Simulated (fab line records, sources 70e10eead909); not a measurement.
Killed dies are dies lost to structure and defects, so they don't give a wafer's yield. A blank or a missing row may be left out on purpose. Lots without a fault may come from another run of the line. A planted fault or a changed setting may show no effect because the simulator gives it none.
A struck lot beside a sound one | flow nand_harc | 13 steps out of a route of 1302
Sound: wafers L685.1, L685.3, L685.5. Struck: wafers L700.2, L700.3. (L700.1 of the same lot was not struck and is left out.) The cause comes at the end.
At each step with rows: each side's tool, then ch and its chambers, then its first start. Under that, the readings that differ: sound wafers | struck wafers | difference of the means | sigmas: that difference in standard deviations of wafers without a fault.
alike: readings whose means differ by less than 2 such deviations, and words and numbers that are the same on both sides. not compared: withheld readings, readings that some wafer has no value for, bounds like >300 that may hide the same value, and numbers for which the record gives no deviation and whose values overlap.
The two part at a step that has a row with sigmas, a row that says differs or no value, or rows on one side only. Numbers that don't overlap but have no deviation are shown without sigmas and don't part them. A reading that every wafer of one side lacks parts them only if that side has two wafers or more.

first, 1 step without rows for these wafers: NHARC_A_SLIT_SRD_20.
NHARC_A_SLIT_CD_MEAS_21:
  sound on cd_sem-02, day 21 13:38; struck on cd_sem-01, day 28 01:08
  alike: cd_nm
then, 3 steps without rows for these wafers: NHARC_A_SIN_REMOVE_WET_00 (chemistry H3PO4, time 15300 s); NHARC_A_SIN_REMOVE_PRECLEAN_01 (cleans in SC1); NHARC_A_SIN_REMOVE_SRD_02.
NHARC_A_SIN_REMOVE_INSPECT_04:
  sound on defect_inspect-01, day 21 20:09; struck on defect_inspect-01, day 28 09:13
  alike: raw_defect_count
NHARC_A_WL_FILL_ALD_00: deposits Al2O3, target thk 3 nm, pulse time 3 s, ald cycles 30.
  sound on ald_hk-03 ch 0,1,3, day 21 20:13; struck on ald_hk-04 ch 2,3, day 28 09:17
  alike: heater_power_outer_w, heater_power_w, precursor_pulse_height_rel
NHARC_A_WL_FILL_RTA_01: time 5 s.
  sound on rtp_anneal-01 ch 0, day 21 20:29; struck on rtp_anneal-01 ch 0, day 28 09:32
  alike: lamp_power_pct, lamp_zone_3_pct, lamp_zone_4_pct, wafer_temp_C_max
NHARC_A_WL_FILL_ALD_02: deposits TiN, target thk 2 nm, pulse time 3 s, ald cycles 100.
  sound on ald_metal-04 ch 0,2, day 21 20:42; struck on ald_metal-02 ch 1,3, day 28 09:56
  alike: heater_power_outer_w, heater_power_w, precursor_pulse_height_rel
NHARC_A_WL_FILL_CVD_03: deposits W, target thk 40 nm, time 279 s.
  sound on cvd_w-01 ch 0,1, day 21 21:08; struck on cvd_w-01 ch 0,1, day 28 10:23
  alike: heater_power_outer_w, heater_power_w, throttle_valve_pct
NHARC_A_WL_FILL_ETCHBACK_04: etches the open film in NF3, target depth 60 nm, time 120 s.
  sound on rie_metal-03 ch 1, day 21 21:35; struck on rie_metal-03 ch 0, day 28 10:46
  reading          | sound             | struck    | difference | sigmas
  run_length_s (s) | 141.2 140.9 140.6 | 57.3 56.5 | -84.0      | -99 or more
  alike: drypump_motor_current_A, oes_product_au
  not compared: rf_hours_counter_h
NHARC_A_WL_FILL_ETCHBACK_05: etches the open film in Cl2/BCl3, target depth 22 nm, time 60 s.
  sound on rie_metal-03 ch 0, day 21 21:47; struck on rie_metal-03 ch 0,1, day 28 11:00
  alike: drypump_motor_current_A, oes_product_au, run_length_s
  not compared: rf_hours_counter_h
-- the record jumps here: 5 days lie between the struck wafers' starts before and after (it left off in module A_WL_FILL and takes up again in module END, whose first step shown is number 1302 of the route) --
NHARC_END_SORT_01:
  the record has rows for the struck wafers here (prober-01 ch 0, day 33 03:47) and none for the sound ones

WHERE THEY PART
First at NHARC_A_WL_FILL_ETCHBACK_04; last, within this record, at NHARC_END_SORT_01.

WHY: what the simulator had put in
Process parameter drift: rie_metal-03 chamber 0, from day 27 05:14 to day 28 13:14, at NHARC_A_WL_FILL_ETCHBACK_04. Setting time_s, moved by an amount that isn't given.
